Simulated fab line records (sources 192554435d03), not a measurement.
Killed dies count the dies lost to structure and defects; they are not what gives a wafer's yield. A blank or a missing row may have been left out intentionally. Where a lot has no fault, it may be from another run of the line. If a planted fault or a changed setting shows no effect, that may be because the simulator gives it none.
Matching of chambers + flow n5Finfet + N5_BEOL_M5_STRIP_36 on rieDiel-03: 4 sister chambers
The step strips in N2/H2. 16 wafers are shown with their chamber, then 8 later ones without.

== EACH WAFER AND ITS CHAMBER ==
| wafer  | chamber | throttleValvePct (%) | drypumpMotorCurrentA (A) | showerheadPlenumPTorr (Torr) |
|--------|---------|----------------------|--------------------------|------------------------------|
| L075.2 | 3       | 23.6                 | 6.5                      | 2.69                         |
| L075.3 | 0       | 24.2                 | 6.1                      | 2.58                         |
| L075.6 | 3       | 23.6                 | 6.5                      | 2.69                         |
| L076.1 | 3       | 23.6                 | 6.5                      | 2.69                         |
| L076.3 | 1       | 23.4                 | 6.6                      | 2.51                         |
| L076.6 | 2       | 23.2                 | 5.8                      | 2.56                         |
| L079.1 | 3       | 23.6                 | 6.5                      | 2.69                         |
| L079.5 | 0       | 24.2                 | 6.1                      | 2.57                         |
| L079.6 | 3       | 23.6                 | 6.5                      | 2.69                         |
| L085.1 | 3       | 23.6                 | 6.5                      | 2.68                         |
| L085.3 | 0       | 24.2                 | 6.0                      | 2.57                         |
| L085.5 | 1       | 23.4                 | 6.6                      | 2.51                         |
| L093.3 | 2       | 23.3                 | 5.8                      | 2.55                         |
| L093.5 | 2       | 23.3                 | 5.8                      | 2.55                         |
| L093.6 | 3       | 23.6                 | 6.5                      | 2.68                         |
| L092.1 | 2       | 23.3                 | 5.8                      | 2.55                         |

SIGNATURES, as means of the wafers listed above
| reading               | chamber 0 | chamber 1 | chamber 2 | chamber 3 | scatter within a chamber |
|-----------------------|-----------|-----------|-----------|-----------|--------------------------|
| throttleValvePct      | 24.200    | 23.400    | 23.275    | 23.600    | 0.025                    |
| drypumpMotorCurrentA  | 6.067     | 6.600     | 5.800     | 6.500     | 0.0236                   |
| showerheadPlenumPTorr | 2.5733    | 2.5100    | 2.5525    | 2.6871    | 0.00487                  |
Rule: a wafer's distance from a chamber is the root of the sum, over the readings, of the square of ((its reading less the chamber's mean) divided by the reading's scatter). The wafer belongs to the nearest chamber; if the next one is less than 2 further off, it can't be placed. How the scatter is found: for the shown wafers, subtract from each reading the mean of its chamber, square and add these, divide the total by (wafers less chambers), then take the root.

== WAFERS WITH NO CHAMBER GIVEN ==
| wafer  | throttleValvePct (%) | drypumpMotorCurrentA (A) | showerheadPlenumPTorr (Torr) |
|--------|----------------------|--------------------------|------------------------------|
| L092.2 | 23.4                 | 6.6                      | 2.50                         |
| L092.5 | 24.2                 | 6.0                      | 2.56                         |
| L094.2 | 23.7                 | 6.6                      | 2.68                         |
| L094.3 | 23.3                 | 5.8                      | 2.55                         |
| L094.6 | 23.6                 | 6.5                      | 2.68                         |
| L096.4 | 23.3                 | 5.8                      | 2.54                         |
| L096.5 | 24.2                 | 6.0                      | 2.56                         |
| L096.6 | 23.7                 | 6.6                      | 2.67                         |

== THE CHAMBER EACH PASSED THROUGH ==
| wafer  | from the rows above | in truth |
|--------|---------------------|----------|
| L092.2 | 1                   | 1        |
| L092.5 | 0                   | 0        |
| L094.2 | 3                   | 3        |
| L094.3 | 2                   | 2        |
| L094.6 | 3                   | 3        |
| L096.4 | 2                   | 2        |
| L096.5 | 0                   | 0        |
| L096.6 | 3                   | 3        |
Correctly placed: 8 of 8. From these rows, 0 cannot be placed. Wrongly placed: 0.
